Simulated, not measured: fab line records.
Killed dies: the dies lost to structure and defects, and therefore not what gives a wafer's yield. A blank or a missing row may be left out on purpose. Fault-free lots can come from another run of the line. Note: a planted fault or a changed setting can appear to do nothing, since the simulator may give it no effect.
Matching of chambers + flow n5 finfet + N5_FIN_SAQP_PECVD_06 on pecvd-02: 3 sister chambers
The step deposits a-Si from SiH4/He, target thk 60 nm, time 48.1 s. 3 wafers are shown with their chamber, then 8 later ones without.

== WAFERS WITH THEIR CHAMBER ==
| wafer  | chamber | throttle valve pct (%) |
|--------|---------|------------------------|
| L080.4 | 1       | 19.0                   |
| L080.6 | 2       | 16.7                   |
| L089.1 | 0       | 17.7                   |

== WAFERS WHOSE CHAMBER IS MISSING ==
| wafer  | throttle valve pct (%) |
|--------|------------------------|
| L089.2 | 16.5                   |
| L089.6 | 19.1                   |
| L091.1 | 19.1                   |
| L091.4 | 18.1                   |
| L091.5 | 16.7                   |
| L095.3 | 17.0                   |
| L095.5 | 16.9                   |
| L095.6 | 18.1                   |

== WHICH CHAMBER EACH ONE RAN IN ==
| wafer  | from the rows above     | in truth |
|--------|-------------------------|----------|
| L089.2 | 2                       | 2        |
| L089.6 | 1                       | 1        |
| L091.1 | 1                       | 1        |
| L091.4 | can't be placed: 0 or 1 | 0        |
| L091.5 | 2                       | 2        |
| L095.3 | can't be placed: 2 or 0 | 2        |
| L095.5 | 2                       | 2        |
| L095.6 | can't be placed: 0 or 1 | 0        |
Placed correctly: 5 of 8. Unplaceable from these rows: 3, with the true chamber sitting among the candidates in 3. Wrongly placed: 0.
How it was worked out, from the rows above alone: a wafer's distance from a chamber is the root of the sum, over the readings, of the square of ((its reading less the chamber's mean) divided by the reading's scatter). The wafer belongs to the nearest chamber; if the next one is less than 2 further off, it can't be placed. Each chamber's mean is taken over the wafers shown for it. The scatter: with one shown wafer a chamber, the root of the mean of the squares of how far each hidden wafer lies from its nearest shown one.
